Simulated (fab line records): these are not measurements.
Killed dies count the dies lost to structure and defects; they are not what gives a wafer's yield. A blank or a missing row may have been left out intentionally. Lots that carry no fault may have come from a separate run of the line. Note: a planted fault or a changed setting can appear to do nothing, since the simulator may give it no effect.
Which tool was responsible?	flow n5Finfet	24 lots with 72 wafers sampled at 5 steps, on a route of 1938 steps

WHAT EACH GAUGE READ, for each wafer
N5_BEOL_M13_CD_MEAS_17: the cd target is 190 nm.
lot	measured	on	cdNm (nm)
L074	day 11 03:23	cdSem-02	189.7 191.9 191.4
L075	day 11 07:24	cdSem-03	192.7 192.1 193.4
L076	day 11 23:27	cdSem-01	194.8 190.5 192.5
L080	day 12 04:16	cdSem-03	191.4 191.4 190.4
L079	day 12 06:06	cdSem-02	191.4 192.5 191.5
L077	day 12 14:54	cdSem-01	192.6 192.2 192.4
L081	day 12 17:02	cdSem-01	194.4 195.4 192.5
L078	day 12 17:25	cdSem-02	194.5 193.3 191.8
L082	day 12 18:47	cdSem-01	192.9 193.4 192.4
L083	day 13 06:40	cdSem-02	195.5 193.3 192.6
L084	day 13 15:03	cdSem-02	191.1 192.4 190.9
L085	day 14 03:19	cdSem-01	187.6 188.8 187.7
L087	day 14 06:28	cdSem-02	193.5 191.7 192.6
L089	day 14 15:40	cdSem-01	189.6 189.4 189.3
L086	day 14 15:56	cdSem-03	190.8 190.6 192.7
L091	day 14 18:15	cdSem-02	190.3 190.5 191.4
L090	day 14 19:18	cdSem-03	189.7 190.8 192.3
L088	day 14 22:41	cdSem-02	189.6 191.5 188.9
L093	day 15 04:53	cdSem-02	190.5 188.8 191.4
L094	day 16 00:37	cdSem-01	190.1 189.7 192.1
L092	day 16 02:16	cdSem-03	191.2 190.7 192.5
L096	day 16 21:14	cdSem-01	186.5 187.5 186.9
L097	day 17 02:22	cdSem-03	190.3 188.9 188.9
L095	day 17 02:53	cdSem-02	191.2 190.5 190.6

N5_BEOL_M13_INSPECT_30: inspects for defects (macro).
lot	measured	on	rawDefectCount
L074	day 11 03:54	defectInspect-02	1 4 2
L075	day 11 07:47	defectInspect-01	1 0 2
L076	day 11 23:50	defectInspect-01	5 1 0
L080	day 12 04:39	defectInspect-01	0 1 2
L079	day 12 06:37	defectInspect-02	2 2 5
L077	day 12 15:25	defectInspect-02	4 1 2
L081	day 12 17:32	defectInspect-02	2 2 2
L078	day 12 17:47	defectInspect-01	1 2 3
L082	day 12 19:18	defectInspect-01	0 3 2
L083	day 13 07:03	defectInspect-01	0 1 1
L084	day 13 15:26	defectInspect-01	1 3 3
L085	day 14 03:50	defectInspect-02	4 2 0
L087	day 14 06:51	defectInspect-01	2 3 1
L089	day 14 16:10	defectInspect-01	4 1 5
L086	day 14 16:19	defectInspect-01	4 1 2
L091	day 14 18:45	defectInspect-02	2 2 3
L090	day 14 19:41	defectInspect-02	4 3 1
L088	day 14 23:11	defectInspect-02	1 2 2
L093	day 15 05:16	defectInspect-02	3 3 2
L094	day 16 01:08	defectInspect-01	1 2 1
L092	day 16 02:38	defectInspect-01	3 1 2
L096	day 16 21:37	defectInspect-02	4 0 2
L097	day 17 02:45	defectInspect-01	4 1 2
L095	day 17 03:23	defectInspect-02	3 3 3

TOOL THAT RAN EACH LOT (tool first, then ch and the chambers of the sampled wafers, then the start)
lot	N5_BEOL_M12_CMP_49	N5_BEOL_M13_DESCUM_15	N5_BEOL_M13_ETCH_59
L074	cmp-01 ch 0,2,3, day 11 01:50	rieDiel-02 ch 0,1,2, day 11 02:52	rieDiel-02 ch 0,1,2, day 11 02:54
L075	cmp-03 ch 1,2,3, day 11 05:16	rieDiel-03 ch 0,1,2, day 11 06:31	rieDiel-03 ch 0,1,2, day 11 06:33
L076	cmp-04 ch 1,2,3, day 11 21:54	rieDiel-02 ch 1,2,3, day 11 22:55	rieDiel-02 ch 1,2,3, day 11 22:57
L080	cmp-01 ch 1,3, day 12 02:38	rieDiel-02 ch 0,2,3, day 12 03:44	rieDiel-02 ch 0,2,3, day 12 03:46
L079	cmp-01 ch 0,2,3, day 12 04:25	rieDiel-03 ch 0,1,2, day 12 05:34	rieDiel-03 ch 0,1,2, day 12 05:37
L077	cmp-03 ch 1,2,3, day 12 13:28	rieDiel-02 ch 0,1,2, day 12 14:22	rieDiel-02 ch 0,1,2, day 12 14:25
L081	cmp-01 ch 1,2,3, day 12 15:29	rieDiel-03 ch 1,2, day 12 16:31	rieDiel-03 ch 1,2, day 12 16:32
L078	cmp-04 ch 0,3, day 12 15:43	rieDiel-02 ch 0,2,3, day 12 16:53	rieDiel-02 ch 0,2,3, day 12 16:55
L082	cmp-01 ch 2,3, day 12 17:09	rieDiel-01 ch 2,3, day 12 18:16	rieDiel-01 ch 2,3, day 12 18:17
L083	cmp-04 ch 1,2,3, day 13 04:41	rieDiel-02 ch 0,2, day 13 05:47	rieDiel-02 ch 0,2, day 13 05:50
L084	cmp-01 ch 2,3, day 13 13:20	rieDiel-01 ch 0,1,2, day 13 14:31	rieDiel-01 ch 0,1,2, day 13 14:34
L085	cmp-04 ch 1,2,3, day 14 01:46	rieDiel-03 ch 0,1,3, day 14 02:47	rieDiel-03 ch 0,1,3, day 14 02:50
L087	cmp-03 ch 1,2,3, day 14 04:53	rieDiel-02 ch 2,3, day 14 05:56	rieDiel-02 ch 2,3, day 14 05:58
L089	cmp-01 ch 1,2,3, day 14 13:30	rieDiel-02 ch 1,2,3, day 14 15:08	rieDiel-02 ch 1,2,3, day 14 15:10
L086	cmp-04 ch 0,2,3, day 14 13:47	rieDiel-01 ch 0,1,3, day 14 15:23	rieDiel-01 ch 0,1,3, day 14 15:26
L091	cmp-01 ch 0,2, day 14 16:43	rieDiel-02 ch 0,1,2, day 14 17:43	rieDiel-02 ch 0,1,2, day 14 17:45
L090	cmp-04 ch 1,2,3, day 14 17:36	rieDiel-01 ch 1,2, day 14 18:46	rieDiel-01 ch 1,2, day 14 18:48
L088	cmp-01 ch 1,2, day 14 21:07	rieDiel-03 ch 0,1, day 14 22:08	rieDiel-03 ch 0,1, day 14 22:10
L093	cmp-01 ch 0,2, day 15 03:14	rieDiel-02 ch 2,3, day 15 04:20	rieDiel-02 ch 2,3, day 15 04:23
L094	cmp-03 ch 0,1,3, day 15 23:08	rieDiel-03 ch 0,2,3, day 16 00:05	rieDiel-03 ch 0,2,3, day 16 00:08
L092	cmp-03 ch 0,1,2, day 16 00:35	rieDiel-03 ch 0,1,2, day 16 01:43	rieDiel-03 ch 0,1,2, day 16 01:46
L096	cmp-01 ch 0,2,3, day 16 19:38	rieDiel-03 ch 0,1,2, day 16 20:43	rieDiel-03 ch 0,1,2, day 16 20:45
L097	cmp-03 ch 1,2,3, day 17 00:49	rieDiel-01 ch 0,1,2, day 17 01:50	rieDiel-01 ch 0,1,2, day 17 01:52
L095	cmp-01 ch 0,1,3, day 17 01:10	rieDiel-03 ch 0,1,2, day 17 02:21	rieDiel-03 ch 0,1,2, day 17 02:23
- N5_BEOL_M12_CMP_49: polishes, stops on SiOC, t overpolish 20.6 s, target thk 320 nm.
- N5_BEOL_M13_DESCUM_15: chemistry O2, time 7.9 s.
- N5_BEOL_M13_ETCH_59: etches BARC in N2/H2, target depth 89 nm, overetch 26.7 nm, time 67.9 s.

WHAT THE TOOLS THEMSELVES READ (means of the sampled wafers that have a number; where no wafer has one, the mark that the record gives instead)
N5_BEOL_M12_CMP_49.
lot	tool	barrierFieldEndpointS (s)	motorCurrentA (A)	overpolishRunS (s)
L074	cmp-01	30.0	6.0	20.597
L075	cmp-03	30.3	6.3	20.600
L076	cmp-04	29.9	6.4	20.600
L080	cmp-01	31.2	6.0	20.594
L079	cmp-01	31.3	6.0	20.598
L077	cmp-03	30.3	6.5	20.606
L081	cmp-01	30.9	6.4	20.597
L078	cmp-04	30.3	5.7	20.601
L082	cmp-01	29.9	6.2	20.597
L083	cmp-04	31.4	6.4	20.604
L084	cmp-01	29.5	5.7	20.602
L085	cmp-04	29.8	6.3	20.597
L087	cmp-03	30.1	6.3	20.602
L089	cmp-01	30.3	6.3	20.599
L086	cmp-04	30.0	6.0	20.596
L091	cmp-01	31.5	6.6	20.601
L090	cmp-04	30.3	6.7	20.601
L088	cmp-01	30.4	6.3	20.598
L093	cmp-01	30.7	5.9	20.592
L094	cmp-03	29.8	6.1	20.600
L092	cmp-03	30.9	6.2	20.604
L096	cmp-01	30.2	5.9	20.603
L097	cmp-03	30.3	6.5	20.600
L095	cmp-01	30.6	5.8	20.605

N5_BEOL_M13_DESCUM_15.
lot	tool	drypumpMotorCurrentA (A)	o2FlowSccm (sccm)	oesProductAu (a.u.)	rfVppV (V)	showerheadPlenumPTorr (Torr)	throttleValvePct (%)
L074	rieDiel-02	5.4	224.7	0.73	242.2	1.99	20.51
L075	rieDiel-03	5.7	225.6	0.72	243.2	2.11	20.55
L076	rieDiel-02	5.5	224.8	0.76	241.5	2.03	20.41
L080	rieDiel-02	5.6	224.6	0.77	241.8	2.06	20.58
L079	rieDiel-03	5.6	225.4	0.71	243.3	2.10	20.56
L077	rieDiel-02	5.4	225.0	0.71	241.0	1.99	20.52
L081	rieDiel-03	6.1	224.6	0.72	243.3	2.13	20.40
L078	rieDiel-02	5.7	224.9	0.76	243.1	2.06	20.58
L082	rieDiel-01	4.9	224.5	0.82	243.9	2.16	20.45
L083	rieDiel-02	5.6	224.5	0.72	242.6	2.02	20.69
L084	rieDiel-01	5.6	225.6	0.80	245.3	2.20	20.56
L085	rieDiel-03	5.4	225.2	0.72	243.6	2.11	20.68
L087	rieDiel-02	5.9	224.5	0.76	242.0	2.01	20.68
L089	rieDiel-02	5.5	225.2	0.74	243.0	2.02	20.45
L086	rieDiel-01	5.7	224.6	0.74	244.4	2.15	20.68
L091	rieDiel-02	5.4	224.6	0.71	241.1	1.98	20.55
L090	rieDiel-01	5.5	224.5	0.82	244.4	2.21	20.61
L088	rieDiel-03	5.3	225.1	0.70	242.7	2.07	20.74
L093	rieDiel-02	5.8	225.2	0.77	243.7	2.09	20.51
L094	rieDiel-03	5.8	225.4	0.70	243.4	2.12	20.53
L092	rieDiel-03	5.7	226.0	0.70	243.7	2.09	20.60
L096	rieDiel-03	5.6	224.7	0.70	242.5	2.09	20.60
L097	rieDiel-01	5.6	224.8	0.77	243.8	2.19	20.60
L095	rieDiel-03	5.6	225.2	0.70	242.3	2.09	20.60

N5_BEOL_M13_ETCH_59.
lot	tool	drypumpMotorCurrentA (A)	oesProductAu (a.u.)	rfVppV (V)	showerheadPlenumPTorr (Torr)	throttleValvePct (%)
L074	rieDiel-02	5.4	0.63	521	2.43	17.98
L075	rieDiel-03	5.6	0.62	525	2.56	18.01
L076	rieDiel-02	5.5	0.65	522	2.46	17.81
L080	rieDiel-02	5.6	0.66	524	2.51	18.06
L079	rieDiel-03	5.7	0.62	525	2.56	18.02
L077	rieDiel-02	5.4	0.62	521	2.42	18.02
L081	rieDiel-03	6.0	0.62	526	2.60	17.94
L078	rieDiel-02	5.7	0.66	522	2.51	18.07
L082	rieDiel-01	4.9	0.70	526	2.64	17.93
L083	rieDiel-02	5.6	0.62	521	2.47	18.27
L084	rieDiel-01	5.6	0.67	528	2.67	18.06
L085	rieDiel-03	5.4	0.61	525	2.56	18.12
L087	rieDiel-02	5.9	0.65	522	2.43	18.02
L089	rieDiel-02	5.5	0.64	522	2.45	17.86
L086	rieDiel-01	5.7	0.63	526	2.61	18.19
L091	rieDiel-02	5.4	0.61	521	2.41	18.05
L090	rieDiel-01	5.5	0.70	528	2.69	18.10
L088	rieDiel-03	5.3	0.60	523	2.50	18.16
L093	rieDiel-02	5.8	0.67	524	2.54	17.91
L094	rieDiel-03	5.9	0.61	525	2.59	18.04
L092	rieDiel-03	5.7	0.60	524	2.55	18.08
L096	rieDiel-03	5.6	0.60	524	2.54	18.09
L097	rieDiel-01	5.6	0.66	527	2.66	18.10
L095	rieDiel-03	5.6	0.59	524	2.54	18.09

THE ANSWER, worked out from the rows above alone
Rule: the lots themselves supply what counts as usual. The widest of any qualifying gaps counts: lots, ordered by their means at a reading, are off when they make up no more than a third of the lots, leave a main group of 4 or more, and stand apart from it by 3 or more times the standard deviation of that group's means. The tables above print the reading to a certain number of digits; a main group whose means all agree to those digits is not used. A lot without any number at a reading at which 4 lots or more have one is off too. Where the step has rows for the other lots, those lots are counted as sound. Order of review: gauges by route order, followed by the tools' own readings, for which a lot's mean as printed above is used. At the first step where some lot is off, the reading lying furthest off is the one used; lots without a number count as furthest.
None of the lots is off at any reading shown; this tells nothing.

WHAT WAS PUT IN BY THE SIMULATOR
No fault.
